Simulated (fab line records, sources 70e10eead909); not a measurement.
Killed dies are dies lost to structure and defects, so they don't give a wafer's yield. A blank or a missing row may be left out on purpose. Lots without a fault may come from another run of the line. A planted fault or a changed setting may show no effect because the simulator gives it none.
Chamber matching | flow nand_harc | NHARC_A_CHANNEL_FILL_D1_ALD_02 on ald_hk-03: 4 sister chambers
The step deposits SiO2, target thk 6 nm, pulse time 10 s, ald cycles 60. 16 wafers are shown with their chamber, then 8 later ones without.

WAFERS WITH THEIR CHAMBER
wafer  | chamber | heater_power_w (W) | precursor_pulse_height_rel
L078.1 | 2       | 540                | 1.018
L078.3 | 1       | 537                | 1.007
L078.6 | 1       | 536                | 1.027
L079.1 | 1       | 526                | 0.994
L079.4 | 3       | 413                | 0.999
L079.5 | 1       | 542                | 0.982
L080.1 | 0       | 492                | 1.011
L080.2 | 2       | 538                | 0.967
L080.4 | 1       | 532                | 0.995
L081.2 | 1       | 545                | 0.990
L081.3 | 3       | 411                | 1.022
L081.4 | 0       | 484                | 0.965
L084.2 | 3       | 404                | 0.997
L084.3 | 0       | 472                | 0.969
L084.6 | 3       | 414                | 1.011
L087.1 | 3       | 418                | 0.987

SIGNATURES (means of the wafers above)
reading                    | chamber 0 | chamber 1 | chamber 2 | chamber 3 | scatter within a chamber
heater_power_w             | 482.67    | 536.33    | 539.00    | 412.00    | 6.73
precursor_pulse_height_rel | 0.98167   | 0.99917   | 0.99250   | 1.00320   | 0.0196
Rule: a wafer's distance from a chamber is the root of the sum, over the readings, of the square of ((its reading less the chamber's mean) divided by the reading's scatter). The wafer belongs to the nearest chamber; if the next one is less than 2 further off, it can't be placed. The scatter: the root of (the sum of the squares of (reading less its chamber's mean) over the shown wafers, divided by (wafers less chambers)).

WAFERS WITHOUT THEIR CHAMBER
wafer  | heater_power_w (W) | precursor_pulse_height_rel
L087.5 | 403                | 0.982
L087.6 | 482                | 0.989
L089.1 | 476                | 0.988
L089.5 | 412                | 0.972
L089.6 | 541                | 1.033
L096.2 | 489                | 1.000
L096.4 | 548                | 1.045
L096.6 | 537                | 0.981

WHICH CHAMBER EACH WENT THROUGH
wafer  | from the rows above     | in truth
L087.5 | 3                       | 3
L087.6 | 0                       | 0
L089.1 | 0                       | 0
L089.5 | 3                       | 3
L089.6 | can't be placed: 1 or 2 | 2
L096.2 | 0                       | 0
L096.4 | can't be placed: 1 or 2 | 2
L096.6 | can't be placed: 2 or 1 | 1
Placed correctly: 5 of 8. Can't be placed from these rows: 3 (the true chamber is among the candidates in 3). Placed wrongly: 0.
